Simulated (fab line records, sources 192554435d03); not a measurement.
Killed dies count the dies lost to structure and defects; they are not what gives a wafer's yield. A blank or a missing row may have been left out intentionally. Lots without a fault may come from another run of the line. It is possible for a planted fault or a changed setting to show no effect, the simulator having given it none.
Chamber matching / flow n5Finfet / rieDiel-05 running N5_BEOL_M12_VIA_ETCH_16: 4 sister chambers
The step etches SiOC in C4F8/O2/Ar, target depth 724.8 nm. 8 wafers are shown with their chamber, then 7 later ones without.

WAFERS WITH THEIR CHAMBER
wafer=L082.1; chamber=1; throttleValvePct (%)=24.21; oesProductAu (a.u.)=0.75
wafer=L085.2; chamber=1; throttleValvePct (%)=24.22; oesProductAu (a.u.)=0.74
wafer=L085.5; chamber=2; throttleValvePct (%)=24.62; oesProductAu (a.u.)=0.62
wafer=L090.1; chamber=0; throttleValvePct (%)=24.37; oesProductAu (a.u.)=0.72
wafer=L090.3; chamber=3; throttleValvePct (%)=24.35; oesProductAu (a.u.)=0.78
wafer=L090.5; chamber=3; throttleValvePct (%)=24.34; oesProductAu (a.u.)=0.77
wafer=L093.2; chamber=2; throttleValvePct (%)=24.63; oesProductAu (a.u.)=0.61
wafer=L093.3; chamber=0; throttleValvePct (%)=24.39; oesProductAu (a.u.)=0.71

WAFERS WHOSE CHAMBER IS MISSING
wafer=L093.4; throttleValvePct (%)=24.63; oesProductAu (a.u.)=0.61
wafer=L095.2; throttleValvePct (%)=24.36; oesProductAu (a.u.)=0.77
wafer=L095.5; throttleValvePct (%)=24.41; oesProductAu (a.u.)=0.71
wafer=L095.6; throttleValvePct (%)=24.26; oesProductAu (a.u.)=0.71
wafer=L097.2; throttleValvePct (%)=24.38; oesProductAu (a.u.)=0.77
wafer=L097.4; throttleValvePct (%)=24.35; oesProductAu (a.u.)=0.76
wafer=L097.6; throttleValvePct (%)=24.41; oesProductAu (a.u.)=0.70

EACH ONE'S CHAMBER
wafer=L093.4; from the rows above=2; in truth=2
wafer=L095.2; from the rows above=3; in truth=3
wafer=L095.5; from the rows above=0; in truth=0
wafer=L095.6; from the rows above=1; in truth=1
wafer=L097.2; from the rows above=3; in truth=3
wafer=L097.4; from the rows above=3; in truth=3
wafer=L097.6; from the rows above=0; in truth=0
Correct placement for 7 of the 7. Left unplaced by these rows: 0. 0 placed wrongly.
How it was worked out, from the rows above alone: a wafer's distance from a chamber is the root of the sum, over the readings, of the square of ((its reading less the chamber's mean) divided by the reading's scatter). If the next closest chamber is less than 2 further off than the closest, the wafer can't be placed; otherwise it belongs to the closest. A chamber's mean is the mean of its shown wafers. The scatter is the square root of a quotient: the sum, over the shown wafers, of each reading's squared deviation from its chamber's mean, divided by wafers minus chambers.
